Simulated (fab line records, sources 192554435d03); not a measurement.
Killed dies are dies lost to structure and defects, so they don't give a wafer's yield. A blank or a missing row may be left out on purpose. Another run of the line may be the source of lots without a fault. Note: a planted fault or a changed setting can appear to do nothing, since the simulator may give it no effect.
fab line records -- flow n5-finfet
record: lots: 5, wafers: 13, last-day: 17
route steps=1938 shown BEOL_M14@1739 BEOL_M15@1773
lots that met no fault: from a run of the same line without faults
start-h: hours from the record's opening day to when the first of the lot's shown wafers began -- wait-h: hours since the lot's step before -- " same as the row above -- L1.1+2: one row covering several wafers at once -- - no value, or no start given -- * or withheld: withheld -- < > ~ a bound
route shown NAME@n: a module of which the file shows steps, and the number in the route of the first -- usual: average and standard deviation across the fault-free wafers -- same: alike in all rows -- chamber/n: place in a boat -- sites: the reading at each site -- _std_site: how widely they spread, as a standard deviation -- _edge_site: outer sites' mean less inner sites' -- radius-mm: for every site, how far away it sits from the centre of the wafer -- mask NAME#n: copy n -- behind: the tool/chamber that last shaped the wafer -- hold: cause of the lot's hold/its duration in hours/its outcome -- device: whichever transistor did not switch (one of n, p or np) -- end of line: tests of these same wafers at the route's end -- a step given without rows: its recipe and nothing more -- killed: at the first sort, the dies lost to defects and structure; wafer yield is something else -- map: a wafer's dies, marking killed ones x, the rest . and places with no die _
set.NAME: the run value of the setting; set.NAME@STEP: its run value at that earlier step -- model.NAME: the simulator's own value behind a step, which no gauge read
lots seen at some steps along the route; tables by step, rows by wafer
services: the hour from which a tool's chamber was out of use, counted from the record's first day as start-h (under 0 if before that day), plus the number of hours and why
== steps ==
step: N5_BEOL_M14_COAT_22
recipe: spin-rpm: 2888, resist-thk-nm: 300
step: N5_BEOL_M14_EBR_24
recipe: solvent: PGMEA, ebr-width-mm: 1.5
step: N5_BEOL_M14_SOFTBAKE_23
recipe: temp-c: 130, time-s: 60
step: N5_BEOL_M14_EXPOSE_25
recipe: mask-id: M14, na: 0.8, source-shape: annular, sigma-inner: 0.5, sigma-outer: 0.8, polarization: unpolarized, target-cd-nm: 280, dose-mj: 26.6
step: N5_BEOL_M14_PEB_26
recipe: peb-temp-c: 130, peb-time-s: 90
step: N5_BEOL_M14_DEVELOP_27
recipe: develop-time-s: 45, rinse-liquid: diw, dry: air-spin, dev-temp-c: 21
step: N5_BEOL_M14_HARDBAKE_32
recipe: temp-c: 130, time-s: 120
step: N5_BEOL_M14_DESCUM_33
recipe: chemistry: O2, time-s: 7.9, source-power-w: 50, bias-power-w: 20, pressure-mtorr: 20, rf-frequency-hz: 2.712e+07, temp-c: 40, o2-flow-sccm: 225
step: N5_BEOL_M14_ETCH_67
recipe: chemistry: CF4, target: SiARC, target-depth-a: 1430, time-s: 238.3, ion-energy-ev: 80, pressure-mtorr: 40, source-w: 545, bias-w: 36, Ar_flow_sccm: 100, cf4-flow-sccm: 100, ends: cleared
step: N5_BEOL_M14_ETCH_68
recipe: chemistry: N2/H2, target: SOC, mask-material: SiARC, source-w: 3000, bias-w: 350, temp-c: 40, time-s: 450, ion-energy-ev: 200, pressure-mtorr: 30, n2-flow-sccm: 200, h2-flow-sccm: 200
usual: drypump-motor-current-A: 6.0/0.46, n2-flow-sccm: 200.0/0.58, oes-product-au: 0.79/0.094, rf-vpp-V: 523.6/2, showerhead-plenum-p-Torr: 2.53/0.062, throttle-valve-pct: 17.81/0.25
lot.wafer,tool,chamber,start-h,wait-h,drypump-motor-current-A,n2-flow-sccm,oes-product-au,rf-hours-counter-h,rf-vpp-V,showerhead-plenum-p-Torr,throttle-valve-pct,model.SiARC_of_BEOL_M14_COAT_66.thk-nm,model.BEOL_M14.cd-nm
L375.3,rie-diel-01,1,264.13,0.1,6.2,200.1,0.81,109,523.9,2.57,18.03,65,282.6
L375.5,rie-diel-01,0,264.13,0.1,5.9,200.7,0.71,-,520.7,2.42,17.84,66.4,278.2
L375.6,rie-diel-01,1,264.13,0.1,6.2,199.0,0.81,-,524.5,2.57,18.04,65,281
L383.3,rie-diel-01,3,309.68,0.1,6.7,200.5,1.40,8,526.7,2.58,17.52,33.4,293.8
L383.5,rie-diel-01,2,309.68,0.1,5.6,200.6,1.03,-,521.2,2.44,18.08,38.2,293.6
L382.2,rie-diel-01,0,310.26,0.1,5.9,200.7,0.71,215,520.1,2.42,17.83,65.4,281.2
L382.3,rie-diel-01,3,310.26,0.1,6.7,199.8,1.41,8,524.6,2.58,17.55,32.2,298.2
L382.6,rie-diel-01,3,310.26,0.1,6.6,200.0,0.98,-,525.8,2.58,17.52,64.4,281
L380.5,rie-diel-01,3,337.52,0.1,6.8,199.3,1.35,-,525.1,2.58,17.55,33.4,298
L380.6,rie-diel-01,0,337.52,0.1,5.9,199.2,0.70,-,519.0,2.41,17.85,66.4,282
L396.1,rie-diel-02,3,380.87,0.1,5.2,200.6,0.96,6,521.5,2.49,17.26,64.8,275.6
L396.2,rie-diel-02,2,380.87,0.1,6.6,200.9,0.69,247,524.9,2.60,18.26,66,276.8
L396.4,rie-diel-02,1,380.87,0.1,5.8,199.9,0.71,227,523.2,2.49,17.87,66,279.2
step: N5_BEOL_M14_STRIP_69
recipe: chemistry: N2/H2, temp-c: 40, n2-flow-sccm: 200, h2-flow-sccm: 200, rf-frequency-hz: 6e+07
step: N5_BEOL_M14_TRENCH_ETCH_34
recipe: chemistry: C4F8/O2/Ar, target: SiO2, target-depth-a: 5566.5, mask-material: SOC, he-inner-torr: 15, he-outer-torr: 30, time-s: 126.9, ion-energy-ev: 800, pressure-mtorr: 20, source-w: 1905, bias-w: 2040, Ar_flow_sccm: 400, C4F8_flow_sccm: 16, O2_flow_sccm: 12
step: N5_BEOL_M14_STRIP_70
recipe: chemistry: C4F8/O2/Ar, resist: SiARC, rf-frequency-hz: 6e+07
step: N5_BEOL_M14_STRIP_37
recipe: chemistry: O2, power-w: 600, temp-c: 60, pressure-mtorr: 30, rf-frequency-hz: 6e+07, bias-power-w: 0, overash-fraction: 0.3, o2-flow-sccm: 225
step: N5_BEOL_M14_ETCH_38
recipe: chemistry: CF4/N2, target: SiCN, target-depth-a: 1065, taper-deg: 2, time-s: 120.6, ion-energy-ev: 150, mask-material: SiO2, pressure-mtorr: 40, source-w: 430, bias-w: 70, Ar_flow_sccm: 100, cf4-flow-sccm: 60, n2-flow-sccm: 60
usual: drypump-motor-current-A: 5.9/0.43, n2-flow-sccm: 59.98/0.19, oes-product-au: 0.77/0.089, rf-vpp-V: 381.8/1.7, showerhead-plenum-p-Torr: 2.19/0.06, throttle-valve-pct: 15.53/0.2
lot.wafer,tool,chamber,start-h,wait-h,drypump-motor-current-A,n2-flow-sccm,oes-product-au,rf-hours-counter-h,rf-vpp-V,showerhead-plenum-p-Torr,throttle-valve-pct,model.BEOL_M14.cd-nm
L375.3,rie-diel-01,2,-,-,5.6,60.43,0.74,144,380.5,2.11,15.53,282
L375.5,rie-diel-01,2,-,-,5.6,60.20,0.74,-,381.1,2.11,15.54,278
L375.6,rie-diel-01,1,-,-,6.2,59.72,0.81,-,384.2,2.23,15.63,280.2
L383.3,rie-diel-01,3,-,-,6.7,59.79,0.96,10,382.7,2.26,15.37,294.2
L383.5,rie-diel-01,3,-,-,6.8,59.96,0.96,-,385.1,2.26,15.37,293.6
L382.2,rie-diel-02,2,-,-,6.6,59.88,0.71,220,384.3,2.28,15.93,281.2
L382.3,rie-diel-02,1,-,-,5.8,59.84,0.73,202,380.6,2.18,15.69,298.4
L382.6,rie-diel-02,2,-,-,6.6,60.00,0.71,-,385.0,2.28,15.94,280.8
L380.5,rie-diel-02,3,-,-,5.2,59.65,0.66,-,381.5,2.19,15.54,298
L380.6,rie-diel-02,0,-,-,6.1,59.99,0.80,-,383.7,2.24,15.48,282
L396.1,rie-diel-02,2,-,-,6.6,59.89,0.68,247,384.7,2.27,15.99,276.4
L396.2,rie-diel-02,1,-,-,5.8,60.13,0.71,227,382.1,2.18,15.75,276.8
L396.4,rie-diel-02,3,-,-,5.2,59.77,0.95,7,380.4,2.19,15.07,279.8
step: N5_BEOL_M14_PRECLEAN_39
recipe: chemistry: residue-remover, time-s: 60, temp-c: 40
step: N5_BEOL_M14_SRD_40
recipe: time-s: 30, temp-c: 23, rinse-liquid: diw, dry: n2-spin, spin-rpm: 1500, dry-time-s: 30
step: N5_BEOL_M14_DEGAS_41
recipe: ambient: vacuum, temp-c: 300, time-s: 60
step: N5_BEOL_M14_PRE_CLEAN_42
recipe: gas: H2/He, time-s: 30, temp-c: 300
step: N5_BEOL_M14_SPUTTER_43
recipe: material: TaN, target-thk-a: 150, temp-c: 50, bias-v: 168.6, power-w: 15000, chamber-pressure-pa: 0.12, time-s: 24.19
step: N5_BEOL_M14_SPUTTER_44
recipe: material: Ta, target-thk-a: 150, temp-c: 50, bias-v: 80, power-w: 15000, chamber-pressure-pa: 0.07, time-s: 24.19
step: N5_BEOL_M14_SPUTTER_45
recipe: material: Cu, target-thk-a: 1000, temp-c: -20, bias-v: 60, power-w: 26000, chamber-pressure-pa: 0.13, time-s: 16.67
step: N5_BEOL_M14_ECD_47
recipe: material: Cu, target-thk-a: 12480
step: N5_BEOL_M14_ANNEAL_48
recipe: temp-c: 225, time-s: 90, ambient: N2
step: N5_BEOL_M14_CMP_49
recipe: stop-on: SiO2, t-overpolish-s: 5.2, down-force-psi: 2, platen-rpm: 80, clearing-platen-down-force-psi: 2, clearing-platen-rpm: 80, post-cmp-clean: cu-alkaline, target-thk-nm: 560, clearing-platen-pad-velocity-m-s: 1.5917, pad-velocity-m-s: 1.5917
step: N5_BEOL_M14_PRE_CLEAN_52
recipe: gas: NH3, time-s: 15, temp-c: withheld, rf-power-w: 300
step: N5_BEOL_M14_DEP_53
recipe: material: SiCN, target-thk-a: 500, temp-c: withheld, precursor: 3MS/NH3, pressure-torr: 3, rf-w: 675, time-s: 17.8
step: N5_BEOL_M15_ILD_DEP_00
recipe: material: SiO2, target-thk-a: 16293, temp-c: 400, precursor: TEOS/O2, pressure-torr: 6.5, rf-w: 900, teos-flow-sccm: 161.4, gas: O2, flow-sccm: 2650, time-s: 346.1
step: N5_BEOL_M15_COAT_58
recipe: resist: BARC, temp-c: 205, time-s: 60, spin-rpm: 1500, resist-thk-nm: 89
step: N5_BEOL_M15_COAT_04
recipe: spin-rpm: 1704, resist-thk-nm: 800
step: N5_BEOL_M15_EBR_06
recipe: solvent: PGMEA, ebr-width-mm: 1.5
step: N5_BEOL_M15_SOFTBAKE_05
recipe: temp-c: 130, time-s: 60
step: N5_BEOL_M15_EXPOSE_07
recipe: mask-id: V14, na: 0.8, source-shape: annular, sigma-inner: 0.5, sigma-outer: 0.8, polarization: unpolarized, attpsm-phase-deg: 180, dose-mj: 41.25
step: N5_BEOL_M15_PEB_08
recipe: peb-temp-c: 130, peb-time-s: 90
step: N5_BEOL_M15_RC_MEAS_101
usual: COMB_M10: 1.4e-11/3.2e-12, COMB_M11: 1.43e-11/3e-12, COMB_M12: 5.8e-12/1.3e-12, COMB_M13: 4.5e-12/9.1e-13, COMB_M14: 3.1e-12/7.8e-13, COMB_M14_max_site: 4.6e-12/1.2e-12, COMB_M15: 2e-12/5.1e-13, COMB_M5: 3.5e-11/7e-12, COMB_M6: 2.5e-11/4.8e-12, COMB_M7: 2.6e-11/5.3e-12, COMB_M8: 2.5e-11/5.8e-12, COMB_M8_max_site: 3.6e-11/9.7e-12, COMB_M9: 1.38e-11/3e-12, COMB_M9_max_site: 2e-11/4.8e-12, SERP_M10: 3.10/0.096, SERP_M11: 3.09/0.086, SERP_M12: 0.644/0.016, SERP_M13: 0.311/0.0075, SERP_M14: 0.162/0.0047, SERP_M14_max_site: 0.164/0.0047, SERP_M5: 39.5/1.9, SERP_M5_max_site: 41.1/2, SERP_M6: 14.0/0.55, SERP_M7: 14.0/0.55, SERP_M8: 13.9/0.54, SERP_M9: 3.07/0.099
lot.wafer,tool,chamber,start-h,wait-h,COMB_M10[S/m],COMB_M11[S/m],COMB_M12[S/m],COMB_M13[S/m],COMB_M14[S/m],COMB_M14_max_site[S/m],COMB_M15[S/m],COMB_M5[S/m],COMB_M6[S/m],COMB_M7[S/m],COMB_M8[S/m],COMB_M8_max_site[S/m],COMB_M9[S/m],COMB_M9_max_site[S/m],SERP_M10[ohm/um],SERP_M11[ohm/um],SERP_M12[ohm/um],SERP_M13[ohm/um],SERP_M14[ohm/um],SERP_M14_max_site[ohm/um],SERP_M5[ohm/um],SERP_M5_max_site[ohm/um],SERP_M6[ohm/um],SERP_M7[ohm/um],SERP_M8[ohm/um],SERP_M9[ohm/um]
L375.3,prober-02,0,275.86,0.3,1.4e-11,1.5e-11,7e-12,5e-12,3.5e-12,3.8e-12,1.6e-12,4.2e-11,2.8e-11,2.4e-11,1.8e-11,2.5e-11,1.23e-11,1.9e-11,3.11,3.09,0.663,0.308,0.160,0.162,37.8,38.6,13.5,14.1,13.8,3.05
L375.5,prober-02,0,275.86,0.3,1.2e-11,1.25e-11,7.1e-12,5e-12,3.7e-12,5.5e-12,2.2e-12,2.9e-11,2.2e-11,3.3e-11,2.2e-11,4.7e-11,1.59e-11,2.7e-11,3.16,3.07,0.618,0.311,0.167,0.169,36.9,39.7,14.1,13.6,13.5,3.00
L375.6,prober-02,0,275.86,0.3,1e-11,1.11e-11,5e-12,4.1e-12,3e-12,3.9e-12,1.8e-12,3.4e-11,2.9e-11,3.1e-11,2.5e-11,4.8e-11,1.32e-11,1.9e-11,3.11,3.01,0.641,0.325,0.160,0.162,40.9,42.6,14.1,14.0,14.4,3.05
L383.3,prober-02,0,321.45,0.3,1.7e-11,1.79e-11,6.5e-12,3.9e-12,4e-12,5.6e-12,2.9e-12,1.9e-11,2.6e-11,3.9e-11,2.1e-11,3.2e-11,1.45e-11,1.8e-11,3.07,3.00,0.648,0.308,0.146,0.148,39.0,40.0,13.8,14.3,13.5,3.11
L383.5,prober-02,0,321.45,0.3,1.6e-11,1.88e-11,8.6e-12,6e-12,4.1e-12,4.8e-12,2.7e-12,3e-11,2.9e-11,3e-11,1.7e-11,2.5e-11,1.19e-11,1.6e-11,3.00,3.12,0.669,0.303,0.158,0.160,39.7,41.3,13.9,13.7,13.7,2.95
L382.2,prober-01,0,327.40,0.2,1.2e-11,1.32e-11,5.1e-12,3.9e-12,3.6e-12,5.3e-12,1.3e-12,2.7e-11,3e-11,3.4e-11,2.7e-11,4.3e-11,1.02e-11,1.5e-11,3.15,3.15,0.643,0.321,0.168,0.170,36.0,36.4,13.4,14.1,13.9,3.05
L382.3,prober-01,0,327.40,0.2,1e-11,1.41e-11,5e-12,4.9e-12,2.7e-12,3.5e-12,1.7e-12,3.2e-11,2.3e-11,2.6e-11,1.8e-11,2.7e-11,8.8e-12,1.5e-11,3.03,3.05,0.614,0.308,0.146,0.148,36.7,38.7,13.6,13.5,14.1,3.00
L382.6,prober-01,0,327.40,0.2,7e-12,1.33e-11,7.9e-12,5e-12,2.1e-12,3.5e-12,1.8e-12,3.9e-11,1.8e-11,2.2e-11,2e-11,3.7e-11,1.19e-11,1.4e-11,3.17,3.23,0.643,0.323,0.158,0.160,38.3,39.9,13.9,14.5,13.1,2.94
L380.5,prober-01,0,350.00,0.6,1.5e-11,1.61e-11,3.9e-12,2.7e-12,2.1e-12,4.6e-12,1.9e-12,2.6e-11,2.9e-11,2.7e-11,2.2e-11,2.8e-11,1.21e-11,1.7e-11,3.14,3.00,0.648,0.308,0.144,0.145,39.2,40.4,13.6,14.6,13.6,2.92
L380.6,prober-01,0,350.00,0.6,1.5e-11,1.34e-11,2.9e-12,6.1e-12,3.8e-12,4.9e-12,2.2e-12,2.8e-11,2.5e-11,2e-11,3.3e-11,4.4e-11,1.24e-11,1.9e-11,3.17,3.11,0.635,0.315,0.164,0.166,38.4,39.3,13.9,13.1,13.9,3.12
L396.1,prober-02,0,393.15,0.0,1.8e-11,1.97e-11,4.8e-12,3.9e-12,1.9e-12,2.7e-12,2.6e-12,2.4e-11,2.6e-11,2.6e-11,2.2e-11,3.6e-11,1.28e-11,1.8e-11,3.09,3.03,0.657,0.319,0.162,0.164,41.0,42.2,14.3,14.1,13.7,3.11
L396.2,prober-02,0,393.15,0.0,1.9e-11,1.3e-11,4.7e-12,4.2e-12,2.5e-12,4e-12,1.9e-12,3.5e-11,2e-11,3.2e-11,3.3e-11,4.5e-11,1.43e-11,2.3e-11,3.09,3.18,0.646,0.318,0.164,0.166,39.8,41.2,13.5,13.5,14.9,2.90
L396.4,prober-02,0,393.15,0.0,1.6e-11,1.63e-11,5.9e-12,5e-12,2.3e-12,3.6e-12,2.7e-12,2.5e-11,3.2e-11,2.6e-11,2.5e-11,4.3e-11,1.25e-11,2.1e-11,3.12,3.26,0.653,0.330,0.158,0.161,37.1,39.6,13.9,14.2,14.7,3.13
sites SERP_M14 radius-mm=0,75,75,75,75,140,140,140,140
L375.3 0.161 0.162 0.160 0.160 0.160 0.159 0.161 0.159 0.161
L383.3 0.146 0.147 0.148 0.146 0.147 0.146 0.147 0.145 0.146
L382.2 0.168 0.168 0.169 0.168 0.169 0.170 0.168 0.170 0.168
L380.5 0.145 0.145 0.143 0.145 0.144 0.143 0.142 0.144 0.144
L396.1 0.158 0.160 0.161 0.162 0.160 0.162 0.164 0.162 0.162
== services ==
tool,chamber,start-h,hours,kind
rie-diel-01,3,242.29,6.0,repair
rie-diel-01,1,269.22,5.2,repair
rie-diel-01,-,280.26,14.6,pm
rie-diel-01,1,315.35,8.1,repair
rie-diel-02,1,318.16,4.5,repair
rie-diel-02,3,322.29,6.9,repair
rie-diel-02,3,343.56,-,clean
rie-diel-02,3,343.56,-,consumable-replace:focus-ring
rie-diel-02,3,343.56,21.9,scheduled-down
rie-diel-02,3,343.56,21.9,vent-cycle
rie-diel-02,1,372.11,5.3,repair
rie-diel-01,2,372.55,2.4,repair
rie-diel-02,-,382.23,3.2,repair
== key ==
first-sign: step: N5_BEOL_M14_ETCH_68, reading: oes-product-au, direction: up, sigmas: 5.4, usual: 0.79, struck: 1.30
effect: step: N5_BEOL_M15_RC_MEAS_101, reading: SERP_M14, direction: down, sigmas: 2.9, usual: 0.162, struck: 0.149
model-effect: step: N5_BEOL_M14_ETCH_68, value: SiARC_of_BEOL_M14_COAT_66.thk-nm, without: 65.15, struck: 34.3
model-effect: step: N5_BEOL_M14_ETCH_38, value: BEOL_M14.cd-nm, without: 280.9, struck: 296.1
met-at N5_BEOL_M14_ETCH_68
struck-wafers L380.5,L382.3,L383.3,L383.5
baseline-loss: step: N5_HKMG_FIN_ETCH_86, wafers: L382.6
onset-between 264.13 309.68
fault: kind: process-parameter-drift, tool: rie-diel-01, chamber: -, onset-h: 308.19, steps: N5_BEOL_M14_ETCH_68, channel: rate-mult, offset: 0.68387, shape: step, end-h: 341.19, scope: struck-wafers-only
baseline-loss: these wafers lose ten dies or more at that step, a loss of the line's own and not of a fault; the sort's usual values leave them out
